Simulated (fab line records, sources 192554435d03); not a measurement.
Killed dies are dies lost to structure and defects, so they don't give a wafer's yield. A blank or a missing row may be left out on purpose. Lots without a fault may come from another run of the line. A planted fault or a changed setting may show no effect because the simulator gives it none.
One fault seen from 3 desks | flow n5_finfet | each desk has only its own numbers; what lay behind them comes last

THE METROLOGY DESK
What the gauges read, lot by lot, whatever tool the lot ran on: means of the sampled wafers that have a number. A lot is out of limits, marked OUT, if its mean lies more than 4 standard deviations from the usual mean; the brackets give that distance.
Columns: A = cd_nm at N5_BEOL_M6_CD_MEAS_11, usual 38.3 nm; B = M6_OVL at N5_BEOL_M6_OVL_MEAS_12, usual 0.3 nm
lot  | first seen here | A    | B
L805 | day 8 23:34     | 38.2 | 0.8
L812 | day 10 16:55    | 38.6 | 0.4
L818 | day 12 08:17    | 38.8 | 0.7
L824 | day 13 15:38    | 38.5 | 1.4
L827 | day 14 15:31    | 38.3 | 0.5
L826 | day 14 15:50    | 38.7 | 1.4
This desk's finding: nothing out of limits on any of the 6 lots.

THE TOOL OWNER'S DESK: rie_metal-01
The tool's own readings at N5_BEOL_M6_HM_OPEN_17 (chemistry Cl2/BCl3, target TiN, target depth 20 nm, overetch 6 nm): means of the sampled wafers that have a number, for each lot that ran on this tool. A lot is out of limits, marked OUT, if its mean lies more than 4 standard deviations from the usual mean; the brackets give that distance.
Columns: A = drypump_motor_current_A at N5_BEOL_M6_HM_OPEN_17, usual 6.1 A; B = he_backside_leak_sccm at N5_BEOL_M6_HM_OPEN_17, usual 3.39 sccm; C = oes_product_au at N5_BEOL_M6_HM_OPEN_17, usual 0.66 a.u.; D = throttle_valve_pct at N5_BEOL_M6_HM_OPEN_17, usual 22.21 %
lot  | first seen here | A   | B    | C    | D
L812 | day 10 17:53    | 6.0 | 3.43 | 0.60 | 22.46
L818 | day 12 09:01    | 5.7 | 3.37 | 0.70 | 21.90
L824 | day 13 16:02    | 5.8 | 3.47 | 0.64 | 22.21
This desk's finding: nothing out of limits on any of the 3 lots.

THE DEFECT DESK
What the inspections along the route counted, lot by lot: means of the sampled wafers that have a number. A lot is out of limits, marked OUT, if its mean lies more than 4 standard deviations from the usual mean; the brackets give that distance.
Columns: A = raw_defect_count at N5_BEOL_M6_INSPECT_13, usual 434
lot  | first seen here | A
L805 | day 8 23:37     | 480
L812 | day 10 16:58    | 454
L818 | day 12 08:21    | 388
L824 | day 13 15:41    | 406
L827 | day 14 15:34    | 448
L826 | day 14 15:53    | 322
This desk's finding: nothing out of limits on any of the 6 lots.

PUT TOGETHER
The metrology desk saw nothing out of limits.
The tool owner's desk saw nothing out of limits.
The defect desk saw nothing out of limits.

WHAT THE SIMULATOR HAD PUT IN
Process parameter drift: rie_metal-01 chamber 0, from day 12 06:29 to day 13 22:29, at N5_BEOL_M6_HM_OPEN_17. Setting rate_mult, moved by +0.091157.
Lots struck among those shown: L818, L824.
